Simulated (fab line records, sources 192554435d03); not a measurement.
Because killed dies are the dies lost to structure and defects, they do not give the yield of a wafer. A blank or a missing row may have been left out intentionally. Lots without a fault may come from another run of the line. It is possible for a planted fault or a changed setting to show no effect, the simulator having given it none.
Matching of chambers -- flow n5Finfet -- 4 sister chambers for N5_HKMG_FIN_ETCH_86 on rieDiel-01
The step etches SOC in N2/H2, stops on TiN, target depth 393.2 nm. 22 wafers are shown with their chamber, then 11 later ones without.

WAFERS, EACH WITH ITS CHAMBER
wafer,chamber,drypumpMotorCurrentA (A),throttleValvePct (%),showerheadPlenumPTorr (Torr)
L074.2,2,6.5,17.18,2.58
L074.4,1,5.1,17.74,2.56
L074.6,2,6.4,17.19,2.58
L075.1,3,5.3,18.02,2.53
L075.4,2,6.4,17.19,2.58
L075.6,2,6.3,17.18,2.58
L077.2,0,4.9,17.82,2.47
L077.4,2,6.5,17.19,2.58
L077.5,1,5.1,17.73,2.55
L078.1,1,5.1,17.74,2.55
L078.3,0,4.9,17.83,2.47
L078.4,2,6.5,17.17,2.58
L085.2,2,6.4,17.21,2.57
L085.3,3,5.2,18.07,2.52
L085.5,3,5.2,18.07,2.52
L086.1,2,6.4,17.23,2.57
L086.3,1,5.1,17.77,2.55
L086.5,0,4.9,17.87,2.47
L087.1,1,5.1,17.77,2.54
L087.3,0,4.9,17.87,2.46
L087.6,2,6.4,17.23,2.57
L088.2,1,5.1,17.80,2.54

SIGNATURES, as means of the wafers listed above
reading,chamber 0,chamber 1,chamber 2,chamber 3,scatter within a chamber
drypumpMotorCurrentA,4.900,5.100,6.422,5.233,0.0484
throttleValvePct,17.8475,17.7583,17.1967,18.0533,0.0247
showerheadPlenumPTorr,2.4675,2.5483,2.5767,2.5233,0.00589
Rule: a wafer lies at a distance from a chamber equal to the root of the sum of squares, over the readings, of (its reading less the chamber's mean, divided by the reading's scatter). The wafer belongs to the nearest chamber; if the next one is less than 2 further off, it can't be placed. The scatter is the square root of a quotient: the sum, over the shown wafers, of each reading's squared deviation from its chamber's mean, divided by wafers minus chambers.

WAFERS WITHOUT THEIR CHAMBER
wafer,drypumpMotorCurrentA (A),throttleValvePct (%),showerheadPlenumPTorr (Torr)
L088.4,6.5,17.23,2.57
L088.5,5.1,17.77,2.54
L089.4,5.2,18.09,2.52
L089.5,5.3,18.07,2.52
L089.6,6.4,17.22,2.57
L091.3,4.9,17.88,2.46
L091.5,5.1,17.80,2.54
L091.6,4.9,17.90,2.46
L095.1,6.5,17.26,2.56
L095.4,5.0,17.81,2.54
L095.5,4.9,17.90,2.46

THE CHAMBER EACH PASSED THROUGH
wafer,from the rows above,in truth
L088.4,2,2
L088.5,1,1
L089.4,3,3
L089.5,3,3
L089.6,2,2
L091.3,0,0
L091.5,1,1
L091.6,0,0
L095.1,2,2
L095.4,1,1
L095.5,0,0
Placed correctly: 11 of 11. From these rows, 0 cannot be placed. Wrongly placed: 0.
